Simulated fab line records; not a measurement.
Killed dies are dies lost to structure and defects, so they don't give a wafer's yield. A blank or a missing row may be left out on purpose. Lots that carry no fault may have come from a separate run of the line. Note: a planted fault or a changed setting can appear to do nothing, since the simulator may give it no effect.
Matching of chambers | flow nand harc | NHARC_P_CONTACT_ETCH_35 on rie diel-06: 4 sister chambers
The step etches the open film in CF4, target depth 39 nm, time 65 s. 8 wafers are shown with their chamber, then 8 later ones without.

== WAFERS PAIRED WITH THEIR CHAMBERS ==
wafer  | chamber | showerhead plenum p Torr (Torr) | oes product au (a.u.)
L078.3 | 1       | 1.77                            | 0.996
L081.1 | 0       | 1.66                            | 1.028
L087.1 | 0       | 1.66                            | 1.020
L087.5 | 1       | 1.76                            | 0.985
L091.1 | 3       | 1.87                            | 1.024
L091.2 | 2       | 1.66                            | 1.008
L091.5 | 2       | 1.66                            | 1.004
L092.1 | 3       | 1.87                            | 1.016

== WAFERS WITHOUT THEIR CHAMBER ==
wafer  | showerhead plenum p Torr (Torr) | oes product au (a.u.)
L092.3 | 1.66                            | 1.013
L092.6 | 1.76                            | 0.989
L095.1 | 1.66                            | 1.001
L095.3 | 1.76                            | 0.969
L095.6 | 1.76                            | 0.965
L097.1 | 1.66                            | 0.995
L097.3 | 1.76                            | 0.970
L097.5 | 1.76                            | 0.964

== EACH ONE'S CHAMBER ==
wafer  | from the rows above     | in truth
L092.3 | can't be placed: 2 or 0 | 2
L092.6 | 1                       | 1
L095.1 | 2                       | 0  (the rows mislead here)
L095.3 | 1                       | 1
L095.6 | 1                       | 1
L097.1 | 2                       | 2
L097.3 | 1                       | 1
L097.5 | 1                       | 1
Correct placement for 6 of the 8. Unplaceable from these rows: 1, with the true chamber sitting among the candidates in 1. 1 placed wrongly.
How it was worked out, from the rows above alone: a wafer's distance from a chamber is the root of the sum, over the readings, of the square of ((its reading less the chamber's mean) divided by the reading's scatter). The wafer belongs to the nearest chamber; if the next one is less than 2 further off, it can't be placed. The mean given for a chamber averages the wafers shown for that chamber. How the scatter is found: for the shown wafers, subtract from each reading the mean of its chamber, square and add these, divide the total by (wafers less chambers), then take the root.
